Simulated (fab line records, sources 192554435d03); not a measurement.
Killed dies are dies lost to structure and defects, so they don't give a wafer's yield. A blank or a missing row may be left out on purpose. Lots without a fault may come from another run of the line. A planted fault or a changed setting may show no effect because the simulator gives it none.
Chamber matching | flow n5_finfet | N5_BEOL_M11_CURE_72 on uv_cure-03: 3 sister chambers
The step cures SiCOH lowk, time 120 s. 3 wafers are shown with their chamber, then 8 later ones without.

WAFERS WITH THEIR CHAMBER
wafer  | chamber | wafer_temp_C_max
L078.5 | 1       | 371.3
L086.3 | 0       | 371.6
L090.3 | 2       | 370.9

WAFERS WITHOUT THEIR CHAMBER
wafer  | wafer_temp_C_max
L090.4 | 371.4
L090.5 | 371.3
L089.2 | 371.6
L089.3 | 371.4
L089.5 | 371.3
L096.3 | 370.9
L096.4 | 371.7
L096.5 | 371.4

WHICH CHAMBER EACH WENT THROUGH
wafer  | from the rows above     | in truth
L090.4 | can't be placed: 1 or 0 | 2
L090.5 | 1                       | 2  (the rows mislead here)
L089.2 | 0                       | 0
L089.3 | can't be placed: 1 or 0 | 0
L089.5 | 1                       | 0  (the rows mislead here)
L096.3 | 2                       | 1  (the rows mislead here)
L096.4 | 0                       | 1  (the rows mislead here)
L096.5 | can't be placed: 1 or 0 | 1
Placed correctly: 1 of 8. Can't be placed from these rows: 3 (the true chamber is among the candidates in 2). Placed wrongly: 4.
How it was worked out, from the rows above alone: a wafer's distance from a chamber is the root of the sum, over the readings, of the square of ((its reading less the chamber's mean) divided by the reading's scatter). The wafer belongs to the nearest chamber; if the next one is less than 2 further off, it can't be placed. A chamber's mean is the mean of its shown wafers. The scatter: with one shown wafer a chamber, the root of the mean of the squares of how far each hidden wafer lies from its nearest shown one.
